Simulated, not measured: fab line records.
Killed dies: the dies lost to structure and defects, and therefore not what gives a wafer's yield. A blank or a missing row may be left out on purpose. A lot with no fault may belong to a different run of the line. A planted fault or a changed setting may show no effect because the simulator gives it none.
fab line records ; flow n5_finfet ; part 2 of 2: steps 4 to 6 of 6
record lots=22; wafers=66; last_day=19
route steps=1938 shown BEOL_M1@787
lots untouched by any fault: they come from a run of this same line in which no faults occurred
start_h: hours from the record's opening day to when the first of the lot's shown wafers began ; wait_h: hours from the lot's prior step to this one ; " unchanged from the row above ; L1.1+2: one row covering several wafers at once ; - either no value or no given start ; * or withheld: withheld ; < > ~ a bound
route shown NAME@n: NAME is a module with steps in the file, n the number in the route of the first one ; usual: mean and standard deviation over wafers with no fault ; same: alike in all rows ; chamber/n: place in a boat ; sites: each site's reading ; _std_site: how widely they spread, as a standard deviation ; _edge_site: outer sites' mean less inner sites' ; radius_mm: for every site, how far away it sits from the centre of the wafer ; mask NAME#n: copy n ; behind: the most recent tool/chamber to have shaped the wafer ; hold: why the lot was held/for how many hours/how that ended ; device: the n, p or np transistor that did not switch ; end of line: the tests these same wafers got at the end of their route ; a step without rows: its recipe alone ; killed: dies that structure and defects cost at the first sort, which is not the same as the wafer's yield ; map: the dies of a wafer, with x for killed, . for not killed, _ for no die there
set.NAME: the setting that was run; set.NAME@STEP: the one run at that earlier step ; model.NAME: the simulator's own value behind a step, which no gauge read
a sample of lots followed through the steps of the route, with each step as a table and each wafer as a row
services: from which hour (start_h, from the record's first day; less than 0 if before it) a tool's chamber was out of use, for how many hours, and why
## steps
# step N5_BEOL_M1_TRENCH_ETCH_37
# recipe chemistry=C4F6/O2; target_depth_a=552.07; target=SiOC; time_s=29; ion_energy_ev=250; pressure_mtorr=30; source_w=355; bias_w=185; Ar_flow_sccm=300; C4F6_flow_sccm=10; O2_flow_sccm=10
# usual drypump_motor_current_A=5.6/0.36; oes_f_703_au=0.76/0.085; oes_o_777_au=0.77/0.088; oes_product_au=0.76/0.093; rf_vpp_V=664/15; showerhead_plenum_p_Torr=2.81/0.085; throttle_valve_pct=20.87/0.21
lot.wafer;tool;chamber;start_h;wait_h;drypump_motor_current_A;oes_f_703_au;oes_o_777_au;oes_product_au;rf_hours_counter_h;rf_vpp_V;showerhead_plenum_p_Torr;throttle_valve_pct
L075.1;rie_diel-02;2;-;-;5.5;0.70;0.70;0.72;220;692;2.82;20.78
L075.2;rie_diel-02;3;-;-;5.7;0.73;0.73;0.72;207;643;2.80;20.97
L075.6;rie_diel-02;1;-;-;6.0;0.72;0.72;0.72;-;665;2.72;20.51
L074.1;rie_diel-06;0;-;-;4.9;0.87;0.90;0.89;18;678;2.79;20.58
L074.4;rie_diel-06;1;-;-;5.7;0.77;0.75;0.75;192;669;2.74;20.90
L074.6;rie_diel-06;0;-;-;4.9;0.87;0.90;0.89;-;678;2.79;20.56
L076.3;rie_diel-02;1;-;-;6.0;0.72;0.72;0.71;172;666;2.72;20.52
L076.4;rie_diel-02;3;-;-;5.7;0.73;0.73;0.72;208;643;2.80;20.99
L076.6;rie_diel-02;2;-;-;5.5;0.70;0.69;0.72;-;693;2.82;20.79
L078.2;rie_diel-04;2;-;-;5.3;0.74;0.76;0.75;152;680;2.98;20.99
L078.3;rie_diel-04;1;-;-;6.3;0.72;0.71;0.70;218;649;2.73;21.12
L078.6;rie_diel-04;1;-;-;6.3;0.72;0.71;0.70;-;648;2.73;21.12
L077.4;rie_diel-06;0;-;-;4.9;0.87;0.89;0.88;20;680;2.79;20.57
L077.5;rie_diel-06;2;-;-;5.2;0.73;0.74;0.71;-;678;2.94;20.87
L077.6;rie_diel-06;3;-;-;5.4;0.74;0.74;0.73;-;671;2.73;21.20
L080.2;rie_diel-04;2;-;-;5.2;0.74;0.74;0.73;156;680;2.98;21.02
L080.4;rie_diel-04;0;-;-;5.8;0.98;0.98;0.96;9;646;2.81;20.60
L080.5;rie_diel-04;2;-;-;5.3;0.75;0.75;0.74;-;680;2.98;21.01
L081.1;rie_diel-06;3;-;-;5.4;0.73;0.74;0.74;177;672;2.73;21.21
L081.2;rie_diel-06;1;-;-;5.6;0.75;0.74;0.74;204;668;2.74;20.90
L081.6;rie_diel-06;0;-;-;4.9;0.85;0.87;0.87;-;678;2.79;20.59
L082.1;rie_diel-04;3;-;-;5.7;0.71;0.72;0.68;232;653;2.78;20.92
L082.3;rie_diel-04;2;-;-;5.2;0.73;0.74;0.72;165;680;2.97;21.01
L082.4;rie_diel-04;0;-;-;5.8;0.96;0.96;0.95;18;646;2.81;20.63
L083.2;rie_diel-04;0;-;-;5.8;0.94;0.96;0.93;19;646;2.81;20.60
L083.3;rie_diel-04;1;-;-;6.3;0.71;0.71;0.69;233;649;2.72;21.15
L083.6;rie_diel-04;1;-;-;6.3;0.71;0.70;0.69;-;650;2.72;21.14
L084.1;rie_diel-02;2;-;-;5.5;0.68;0.68;0.70;243;691;2.81;20.80
L084.3;rie_diel-02;3;-;-;5.7;0.71;0.71;0.71;230;644;2.78;21.02
L084.4;rie_diel-02;0;-;-;5.5;0.90;0.91;0.95;10;674;2.90;20.67
L085.1;rie_diel-04;2;-;-;5.2;0.72;0.73;0.71;174;679;2.97;21.02
L085.4;rie_diel-04;0;-;-;5.8;0.94;0.93;0.92;26;646;2.80;20.64
L085.6;rie_diel-04;1;-;-;6.2;0.71;0.70;0.68;-;650;2.72;21.13
L086.2;rie_diel-02;2;-;-;5.5;0.68;0.68;0.70;249;692;2.81;20.82
L086.4;rie_diel-02;3;-;-;5.8;0.71;0.71;0.70;236;642;2.78;21.03
L086.5;rie_diel-02;3;-;-;5.7;0.71;0.71;0.70;-;643;2.78;21.01
L089.2;rie_diel-02;1;-;-;6.0;0.70;0.71;0.69;199;665;2.71;20.53
L089.3;rie_diel-02;2;-;-;5.5;0.68;0.68;0.69;249;690;2.81;20.82
L089.5;rie_diel-02;3;-;-;5.7;0.71;0.71;0.70;-;643;2.78;21.03
L090.2;rie_diel-04;2;-;-;5.2;0.73;0.73;0.72;178;680;2.97;21.03
L090.4;rie_diel-04;1;-;-;6.2;0.70;0.70;0.69;244;650;2.72;21.15
L090.6;rie_diel-04;3;-;-;5.7;0.71;0.71;0.67;-;651;2.78;20.93
L088.2;rie_diel-06;0;-;-;4.9;0.83;0.86;0.85;38;679;2.78;20.60
L088.3;rie_diel-06;1;-;-;5.7;0.75;0.74;0.73;211;669;2.74;20.92
L088.6;rie_diel-06;1;-;-;5.7;0.75;0.74;0.74;-;668;2.73;20.93
L092.1;rie_diel-02;3;-;-;5.7;0.71;0.70;0.70;239;642;2.78;21.03
L092.2;rie_diel-02;1;-;-;6.0;0.70;0.70;0.70;201;666;2.70;20.54
L092.4;rie_diel-02;0;-;-;5.4;0.89;0.90;0.92;-;673;2.90;20.70
L091.2;rie_diel-02;3;-;-;5.7;0.71;0.71;0.70;240;643;2.78;21.03
L091.5;rie_diel-02;1;-;-;6.1;0.70;0.70;0.70;-;666;2.70;20.55
L091.6;rie_diel-02;0;-;-;5.4;0.88;0.89;0.93;-;675;2.90;20.71
L093.2;rie_diel-02;0;-;-;5.4;0.88;0.89;0.92;19;674;2.90;20.72
L093.4;rie_diel-02;3;-;-;5.7;0.71;0.70;0.69;-;643;2.78;21.02
L093.6;rie_diel-02;0;-;-;5.5;0.88;0.89;0.92;-;674;2.90;20.69
L094.1;rie_diel-06;3;-;-;5.3;0.73;0.73;0.72;187;672;2.72;21.23
L094.3;rie_diel-06;2;-;-;5.2;0.72;0.73;0.71;225;677;2.93;20.90
L094.4;rie_diel-06;0;-;-;4.9;0.83;0.85;0.85;41;678;2.78;20.60
L095.2;rie_diel-06;1;-;-;5.6;0.75;0.74;0.73;216;667;2.73;20.93
L095.5;rie_diel-06;1;-;-;5.7;0.75;0.74;0.73;-;667;2.73;20.92
L095.6;rie_diel-06;0;-;-;4.9;0.83;0.85;0.85;-;678;2.78;20.63
L096.2;rie_diel-04;0;-;-;5.8;0.91;0.91;0.90;39;647;2.80;20.64
L096.5;rie_diel-04;2;-;-;5.2;0.72;0.72;0.71;-;680;2.96;21.05
L096.6;rie_diel-04;0;-;-;5.8;0.91;0.91;0.89;-;646;2.80;20.66
L097.1;rie_diel-04;3;-;-;5.6;0.70;0.70;0.67;253;652;2.78;20.94
L097.5;rie_diel-04;0;-;-;5.8;0.90;0.91;0.88;-;645;2.80;20.64
L097.6;rie_diel-04;2;-;-;5.3;0.72;0.72;0.71;-;678;2.96;21.06
# step N5_BEOL_M1_SPUTTER_81
# recipe material=Cu; target_thk_a=45; temp_c=-20; chamber_pressure_pa=0.07; power_w=withheld; time_s=8.29
# usual chamber_pressure_pa=0.06999/0.00014; throttle_valve_pct=30.2/0.73
lot.wafer;tool;chamber;start_h;wait_h;chamber_pressure_pa;throttle_valve_pct
L075.1;pvd_sputter-01;-;146.40;0.1;0.06999;29.3
L075.2;pvd_sputter-01;-;146.40;0.1;0.06989;30.9
L075.6;pvd_sputter-01;-;146.40;0.1;0.06993;31.0
L074.1;pvd_sputter-02;-;146.48;0.1;0.0699;31.0
L074.4;pvd_sputter-02;-;146.48;0.1;0.06994;29.1
L074.6;pvd_sputter-02;-;146.48;0.1;0.06985;31.2
L076.3;pvd_sputter-02;-;148.48;0.1;0.0699;29.2
L076.4;pvd_sputter-02;-;148.48;0.1;0.06968;31.0
L076.6;pvd_sputter-02;-;148.48;0.1;0.06982;30.8
L078.2;pvd_sputter-03;-;151.87;0.1;0.07;29.3
L078.3;pvd_sputter-03;-;151.87;0.1;0.0697;29.7
L078.6;pvd_sputter-03;-;151.87;0.1;0.06995;29.4
L077.4;pvd_sputter-03;-;153.71;0.1;0.07016;29.6
L077.5;pvd_sputter-03;-;153.71;0.1;0.07005;29.5
L077.6;pvd_sputter-03;-;153.71;0.1;0.06982;29.9
L080.2;pvd_sputter-02;-;166.83;0.1;0.06999;31.4
L080.4;pvd_sputter-02;-;166.83;0.1;0.0699;29.1
L080.5;pvd_sputter-02;-;166.83;0.1;0.06988;29.2
L081.1;pvd_sputter-02;-;189.90;0.1;0.07025;30.6
L081.2;pvd_sputter-02;-;189.90;0.1;0.06993;30.6
L081.6;pvd_sputter-02;-;189.90;0.1;0.06975;29.9
L082.1;pvd_sputter-02;-;192.06;0.1;0.06994;30.8
L082.3;pvd_sputter-02;-;192.06;0.1;0.06991;29.1
L082.4;pvd_sputter-02;-;192.06;0.1;0.07007;31.1
L083.2;pvd_sputter-02;-;197.49;0.1;0.06984;30.7
L083.3;pvd_sputter-02;-;197.49;0.1;0.06992;29.1
L083.6;pvd_sputter-02;-;197.49;0.1;0.07009;30.4
L084.1;pvd_sputter-03;-;210.94;0.1;0.07003;31.3
L084.3;pvd_sputter-03;-;210.94;0.1;0.07;30.3
L084.4;pvd_sputter-03;-;210.94;0.1;0.07002;29.7
L085.1;pvd_sputter-03;-;218.12;0.1;0.07012;31.2
L085.4;pvd_sputter-03;-;218.12;0.1;0.06987;30.1
L085.6;pvd_sputter-03;-;218.12;0.1;0.07009;30.8
L086.2;pvd_sputter-02;-;230.60;0.1;0.06997;30.6
L086.4;pvd_sputter-02;-;230.60;0.1;0.07009;31.0
L086.5;pvd_sputter-02;-;230.60;0.1;0.07004;30.8
L089.2;pvd_sputter-02;-;233.81;0.1;0.07014;30.6
L089.3;pvd_sputter-02;-;233.81;0.1;0.07006;29.1
L089.5;pvd_sputter-02;-;233.81;0.1;0.06997;30.7
L090.2;pvd_sputter-03;-;233.90;0.1;0.07011;30.2
L090.4;pvd_sputter-03;-;233.90;0.1;0.06971;29.3
L090.6;pvd_sputter-03;-;233.90;0.1;0.06995;29.8
L088.2;pvd_sputter-02;-;235.65;0.1;0.06964;30.7
L088.3;pvd_sputter-02;-;235.65;0.1;0.07006;28.9
L088.6;pvd_sputter-02;-;235.65;0.1;0.07001;31.2
L092.1;pvd_sputter-03;-;239.71;0.1;0.06985;31.1
L092.2;pvd_sputter-03;-;239.71;0.1;0.07015;30.0
L092.4;pvd_sputter-03;-;239.71;0.1;0.06997;30.2
L091.2;pvd_sputter-03;-;244.55;0.1;0.07001;31.0
L091.5;pvd_sputter-03;-;244.55;0.1;0.06987;30.3
L091.6;pvd_sputter-03;-;244.55;0.1;0.07011;29.8
L093.2;pvd_sputter-02;-;247.50;0.1;0.07025;28.9
L093.4;pvd_sputter-02;-;247.50;0.1;0.07009;30.1
L093.6;pvd_sputter-02;-;247.50;0.1;0.07;30.4
L094.1;pvd_sputter-03;-;247.68;0.1;0.07;29.9
L094.3;pvd_sputter-03;-;247.68;0.1;0.06999;29.6
L094.4;pvd_sputter-03;-;247.68;0.1;0.07008;31.1
L095.2;pvd_sputter-03;-;256.97;0.1;0.06971;29.8
L095.5;pvd_sputter-03;-;256.97;0.1;0.07006;29.8
L095.6;pvd_sputter-03;-;256.97;0.1;0.07001;30.0
L096.2;pvd_sputter-02;-;275.33;0.1;0.07005;31.1
L096.5;pvd_sputter-02;-;275.33;0.1;0.06995;31.2
L096.6;pvd_sputter-02;-;275.33;0.1;0.07024;29.1
L097.1;pvd_sputter-02;-;277.53;0.1;0.07019;31.3
L097.5;pvd_sputter-02;-;277.53;0.1;0.07003;31.1
L097.6;pvd_sputter-02;-;277.53;0.1;0.06988;30.7
# step N5_BEOL_M1_SPUTTER_96
# recipe material=Cu; target_thk_a=45; temp_c=-20; chamber_pressure_pa=0.07; power_w=withheld; time_s=8.29
# usual chamber_pressure_pa=0.07/0.00014; throttle_valve_pct=30.2/0.71
lot.wafer;tool;chamber;start_h;wait_h;chamber_pressure_pa;throttle_valve_pct
L075.1;pvd_sputter-01;-;147.72;0.1;0.07011;29.3
L075.2;pvd_sputter-01;-;147.72;0.1;0.06997;31.0
L075.6;pvd_sputter-01;-;147.72;0.1;0.07006;31.2
L074.1;pvd_sputter-02;-;147.80;0.1;0.06996;31.0
L074.4;pvd_sputter-02;-;147.80;0.1;0.07001;28.9
L074.6;pvd_sputter-02;-;147.80;0.1;0.07003;31.0
L076.3;pvd_sputter-02;-;149.80;0.1;0.07011;29.1
L076.4;pvd_sputter-02;-;149.80;0.1;0.07019;31.1
L076.6;pvd_sputter-02;-;149.80;0.1;0.06988;30.5
L078.2;pvd_sputter-03;-;153.19;0.1;0.07007;29.5
L078.3;pvd_sputter-03;-;153.19;0.1;0.06993;29.7
L078.6;pvd_sputter-03;-;153.19;0.1;0.07002;29.3
L077.4;pvd_sputter-03;-;155.03;0.1;0.07004;29.9
L077.5;pvd_sputter-03;-;155.03;0.1;0.06991;29.4
L077.6;pvd_sputter-03;-;155.03;0.1;0.07006;29.9
L080.2;pvd_sputter-02;-;168.15;0.1;0.06991;30.7
L080.4;pvd_sputter-02;-;168.15;0.1;0.07001;29.3
L080.5;pvd_sputter-02;-;168.15;0.1;0.06999;29.0
L081.1;pvd_sputter-02;-;191.22;0.1;0.0699;30.5
L081.2;pvd_sputter-02;-;191.22;0.1;0.0701;30.5
L081.6;pvd_sputter-02;-;191.22;0.1;0.07015;30.5
L082.1;pvd_sputter-02;-;193.38;0.1;0.07026;30.9
L082.3;pvd_sputter-02;-;193.38;0.1;0.06992;29.0
L082.4;pvd_sputter-02;-;193.38;0.1;0.07012;31.2
L083.2;pvd_sputter-02;-;198.81;0.1;0.07008;30.6
L083.3;pvd_sputter-02;-;198.81;0.1;0.07011;28.8
L083.6;pvd_sputter-02;-;198.81;0.1;0.07007;30.2
L084.1;pvd_sputter-03;-;212.26;0.1;0.06992;31.2
L084.3;pvd_sputter-03;-;212.26;0.1;0.06997;30.3
L084.4;pvd_sputter-03;-;212.26;0.1;0.0699;29.9
L085.1;pvd_sputter-03;-;219.44;0.1;0.07028;31.0
L085.4;pvd_sputter-03;-;219.44;0.1;0.06996;30.2
L085.6;pvd_sputter-03;-;219.44;0.1;0.06999;30.8
L086.2;pvd_sputter-02;-;231.92;0.1;0.06991;30.6
L086.4;pvd_sputter-02;-;231.92;0.1;0.06984;31.1
L086.5;pvd_sputter-02;-;231.92;0.1;0.07013;30.5
L089.2;pvd_sputter-02;-;235.13;0.1;0.0699;30.4
L089.3;pvd_sputter-02;-;235.13;0.1;0.07023;29.2
L089.5;pvd_sputter-02;-;235.13;0.1;0.07003;30.6
L090.2;pvd_sputter-03;-;235.22;0.1;0.06965;30.2
L090.4;pvd_sputter-03;-;235.22;0.1;0.07002;29.7
L090.6;pvd_sputter-03;-;235.22;0.1;0.06998;29.6
L088.2;pvd_sputter-02;-;236.97;0.1;0.06996;30.8
L088.3;pvd_sputter-02;-;236.97;0.1;0.06981;29.3
L088.6;pvd_sputter-02;-;236.97;0.1;0.07004;31.1
L092.1;pvd_sputter-03;-;241.03;0.1;0.06996;31.0
L092.2;pvd_sputter-03;-;241.03;0.1;0.07007;29.8
L092.4;pvd_sputter-03;-;241.03;0.1;0.07003;30.2
L091.2;pvd_sputter-03;-;245.87;0.1;0.07003;30.7
L091.5;pvd_sputter-03;-;245.87;0.1;0.07009;30.2
L091.6;pvd_sputter-03;-;245.87;0.1;0.07008;29.5
L093.2;pvd_sputter-02;-;248.82;0.1;0.06973;29.2
L093.4;pvd_sputter-02;-;248.82;0.1;0.07;30.2
L093.6;pvd_sputter-02;-;248.82;0.1;0.07027;30.9
L094.1;pvd_sputter-03;-;249.00;0.1;0.06973;30.2
L094.3;pvd_sputter-03;-;249.00;0.1;0.06984;29.7
L094.4;pvd_sputter-03;-;249.00;0.1;0.07038;30.8
L095.2;pvd_sputter-03;-;258.29;0.1;0.07001;30.1
L095.5;pvd_sputter-03;-;258.29;0.1;0.06985;29.8
L095.6;pvd_sputter-03;-;258.29;0.1;0.06997;29.9
L096.2;pvd_sputter-02;-;276.65;0.1;0.06975;31.4
L096.5;pvd_sputter-02;-;276.65;0.1;0.07005;31.1
L096.6;pvd_sputter-02;-;276.65;0.1;0.06988;29.0
L097.1;pvd_sputter-02;-;278.85;0.1;0.07009;31.0
L097.5;pvd_sputter-02;-;278.85;0.1;0.06999;31.3
L097.6;pvd_sputter-02;-;278.85;0.1;0.06992;30.6
## services
tool;chamber;start_h;hours;kind
rie_diel-02;1;154.13;5.4;repair
rie_diel-02;0;165.92;-;clean
rie_diel-02;0;165.92;-;consumable_replace:focus_ring
rie_diel-02;0;165.92;16.7;scheduled_down
rie_diel-02;0;165.92;16.7;vent_cycle
rie_diel-04;3;167.41;8.7;repair
rie_diel-02;-;179.40;1.0;repair
rie_diel-06;2;189.08;10.0;repair
rie_diel-06;-;200.13;14.6;pm
pvd_sputter-03;-;205.12;1.6;repair
rie_diel-06;2;226.76;7.4;repair
rie_diel-02;2;234.77;-;clean
rie_diel-02;2;234.77;-;consumable_replace:focus_ring
rie_diel-02;2;234.77;18.5;scheduled_down
rie_diel-02;2;234.77;18.5;vent_cycle
rie_diel-04;3;236.60;5.9;repair
pvd_sputter-01;-;237.91;1.1;repair
rie_diel-02;-;257.06;72.1;repair
rie_diel-04;1;265.95;-;clean
rie_diel-04;1;265.95;-;consumable_replace:focus_ring
rie_diel-04;1;265.95;-;consumable_replace:showerhead
rie_diel-04;1;265.95;20.5;scheduled_down
rie_diel-04;1;265.95;20.5;vent_cycle
